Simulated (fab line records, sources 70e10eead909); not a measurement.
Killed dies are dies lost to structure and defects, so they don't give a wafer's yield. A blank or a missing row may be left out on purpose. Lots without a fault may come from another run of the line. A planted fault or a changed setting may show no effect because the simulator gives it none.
Which tool did it? | flow nand_harc | 6 lots, 18 wafers sampled, at 5 steps of a route of 1159

WHAT THE GAUGES READ, wafer by wafer
NHARC_END_SORT_01.
lot  | measured     | on        | killed_at_array
L587 | day 23 21:09 | prober-01 | 674 671 670

WHICH TOOL RAN EACH LOT (tool, then ch and the chambers of the sampled wafers, then the start)
lot  | NHARC_A_STAIRCASE_TRIM_24                     | NHARC_A_STAIRCASE_TRIM_191                    | NHARC_A_STAIRCASE_TRIM_196         | NHARC_A_STAIRCASE_ETCH_203
L576 | rie_diel-12 ch 0,3, day 11 22:29 or earlier   | rie_diel-08 ch 0,1, day 11 22:29 or earlier   | rie_diel-08 ch 0,2, day 11 22:29   | rie_diel-08 ch 2,3, day 11 23:24
L578 | rie_diel-08 ch 1,2,3, day 12 13:01 or earlier | rie_diel-08 ch 0,1,3, day 12 13:01 or earlier | rie_diel-12 ch 0,2,3, day 12 13:01 | rie_diel-12 ch 0,1,3, day 12 13:55
L582 | rie_diel-04 ch 0,2, day 14 09:21 or earlier   | rie_diel-08 ch 0,1,2, day 14 09:21 or earlier | rie_diel-08 ch 1,3, day 14 09:21   | rie_diel-08 ch 0,1, day 14 10:30
L584 | rie_diel-08 ch 0,1,3, day 14 10:54 or earlier | rie_diel-08 ch 0,1, day 14 10:54 or earlier   | rie_diel-08 ch 0,1, day 14 10:54   | rie_diel-08 ch 1,3, day 14 11:57
L587 | rie_diel-08 ch 0,3, day 15 13:54 or earlier   | rie_diel-04 ch 0,2,3, day 15 13:54 or earlier | rie_diel-12 ch 0,1,3, day 15 13:54 | rie_diel-12 ch 1,2,3, day 15 14:48
L592 | rie_diel-08 ch 0,2,3, day 16 05:06 or earlier | rie_diel-12 ch 0,1,3, day 16 05:06 or earlier | rie_diel-04 ch 0,2,3, day 16 05:06 | rie_diel-04 ch 1,2,3, day 16 06:04
- NHARC_A_STAIRCASE_TRIM_24: chemistry O2, time 211.2 s.
- NHARC_A_STAIRCASE_TRIM_191: chemistry O2, time 211.2 s.
- NHARC_A_STAIRCASE_TRIM_196: chemistry O2, time 211.2 s.
- NHARC_A_STAIRCASE_ETCH_203: etches the open film in C4F8/O2, target depth 100 nm, time 40.5 s.

THE ANSWER, worked out from the rows above alone
Rule: what is usual is taken from the lots themselves. Put in order of their means at a reading, lots are off if they are a third of the lots or fewer, leave a main group of 4 or more, and stand apart from it by a gap of 3 or more times the standard deviation of the main group's means; of several such gaps the widest counts. A main group whose means are all the same, to the digits that the tables above print for the reading, isn't used. A lot without any number at a reading at which 4 lots or more have one is off too. The other lots that the step has rows for count as sound.
No lot is off at any reading shown: from this, nothing can be told.

WHAT THE SIMULATOR HAD PUT IN
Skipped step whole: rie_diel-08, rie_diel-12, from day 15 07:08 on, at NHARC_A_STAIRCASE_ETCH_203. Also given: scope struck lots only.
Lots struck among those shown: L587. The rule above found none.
